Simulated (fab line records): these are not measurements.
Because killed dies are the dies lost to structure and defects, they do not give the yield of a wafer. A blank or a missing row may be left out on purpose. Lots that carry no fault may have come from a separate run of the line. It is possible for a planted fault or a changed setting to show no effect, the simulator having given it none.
Chamber matching :: flow n5Finfet :: 4 sister chambers for N5_DUMMY_GATE_STRIP_41 on rieDiel-04
The step strips in O2. 4 wafers are shown with their chamber, then 8 later ones without.

## EACH WAFER AND ITS CHAMBER
wafer: L082.1
chamber: 3
showerheadPlenumPTorr (Torr): 2.16

wafer: L084.5
chamber: 0
showerheadPlenumPTorr (Torr): 2.11

wafer: L084.6
chamber: 1
showerheadPlenumPTorr (Torr): 2.16

wafer: L085.2
chamber: 2
showerheadPlenumPTorr (Torr): 2.00

## WAFERS WITH NO CHAMBER GIVEN
wafer: L085.5
showerheadPlenumPTorr (Torr): 2.16

wafer: L085.6
showerheadPlenumPTorr (Torr): 2.11

wafer: L086.1
showerheadPlenumPTorr (Torr): 2.16

wafer: L086.3
showerheadPlenumPTorr (Torr): 2.16

wafer: L086.5
showerheadPlenumPTorr (Torr): 2.16

wafer: L090.3
showerheadPlenumPTorr (Torr): 2.10

wafer: L090.4
showerheadPlenumPTorr (Torr): 2.16

wafer: L090.6
showerheadPlenumPTorr (Torr): 2.16

## THE CHAMBER EACH PASSED THROUGH
wafer: L085.5
from the rows above: can't be placed: 1 or 3
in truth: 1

wafer: L085.6
from the rows above: 0
in truth: 0

wafer: L086.1
from the rows above: can't be placed: 1 or 3
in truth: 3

wafer: L086.3
from the rows above: can't be placed: 1 or 3
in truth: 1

wafer: L086.5
from the rows above: can't be placed: 1 or 3
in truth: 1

wafer: L090.3
from the rows above: 0
in truth: 0

wafer: L090.4
from the rows above: can't be placed: 1 or 3
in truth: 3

wafer: L090.6
from the rows above: can't be placed: 1 or 3
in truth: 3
2 of 8 placed correctly. These rows do not allow placing 6 (true chamber among the candidates in 6). Number placed wrongly: 0.
How it was worked out, from the rows above alone: a wafer's distance from a chamber is the root of the sum, over the readings, of the square of ((its reading less the chamber's mean) divided by the reading's scatter). The wafer belongs to the nearest chamber; if the next one is less than 2 further off, it can't be placed. Each chamber's mean is taken over the wafers shown for it. The scatter (one wafer shown for each chamber): square how far every hidden wafer sits from the nearest shown wafer, average those squares and take the square root.
